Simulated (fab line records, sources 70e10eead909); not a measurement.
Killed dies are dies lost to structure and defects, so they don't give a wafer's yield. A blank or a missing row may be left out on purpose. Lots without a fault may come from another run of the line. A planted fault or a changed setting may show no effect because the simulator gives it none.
Chamber matching | flow nand_harc | NHARC_P_M0_STRIP_18 on rie_diel-03: 4 sister chambers
The step strips in N2/H2. 8 wafers are shown with their chamber, then 12 later ones without.

WAFERS WITH THEIR CHAMBER
wafer  | chamber | showerhead_plenum_p_Torr (Torr) | drypump_motor_current_A (A)
L084.3 | 3       | 2.16                            | 6.2
L085.2 | 3       | 2.16                            | 6.2
L086.2 | 1       | 2.18                            | 6.3
L088.3 | 2       | 1.91                            | 5.9
L088.4 | 0       | 1.92                            | 5.7
L090.1 | 1       | 2.17                            | 6.3
L090.3 | 0       | 1.92                            | 5.7
L090.5 | 2       | 1.91                            | 6.0

WAFERS WITHOUT THEIR CHAMBER
wafer  | showerhead_plenum_p_Torr (Torr) | drypump_motor_current_A (A)
L091.1 | 1.92                            | 5.7
L091.2 | 2.16                            | 6.2
L091.5 | 1.92                            | 5.7
L092.1 | 1.92                            | 5.7
L092.2 | 2.16                            | 6.2
L092.4 | 2.17                            | 6.3
L094.1 | 1.91                            | 6.0
L094.4 | 2.17                            | 6.4
L094.6 | 1.91                            | 6.0
L097.1 | 1.91                            | 6.0
L097.2 | 1.92                            | 5.7
L097.4 | 1.91                            | 6.0

WHICH CHAMBER EACH WENT THROUGH
wafer  | from the rows above | in truth
L091.1 | 0                   | 0
L091.2 | 3                   | 3
L091.5 | 0                   | 0
L092.1 | 0                   | 0
L092.2 | 3                   | 3
L092.4 | 1                   | 1
L094.1 | 2                   | 2
L094.4 | 1                   | 1
L094.6 | 2                   | 2
L097.1 | 2                   | 2
L097.2 | 0                   | 0
L097.4 | 2                   | 2
Placed correctly: 12 of 12. Can't be placed from these rows: 0. Placed wrongly: 0.
How it was worked out, from the rows above alone: a wafer's distance from a chamber is the root of the sum, over the readings, of the square of ((its reading less the chamber's mean) divided by the reading's scatter). The wafer belongs to the nearest chamber; if the next one is less than 2 further off, it can't be placed. A chamber's mean is the mean of its shown wafers. The scatter: the root of (the sum of the squares of (reading less its chamber's mean) over the shown wafers, divided by (wafers less chambers)).
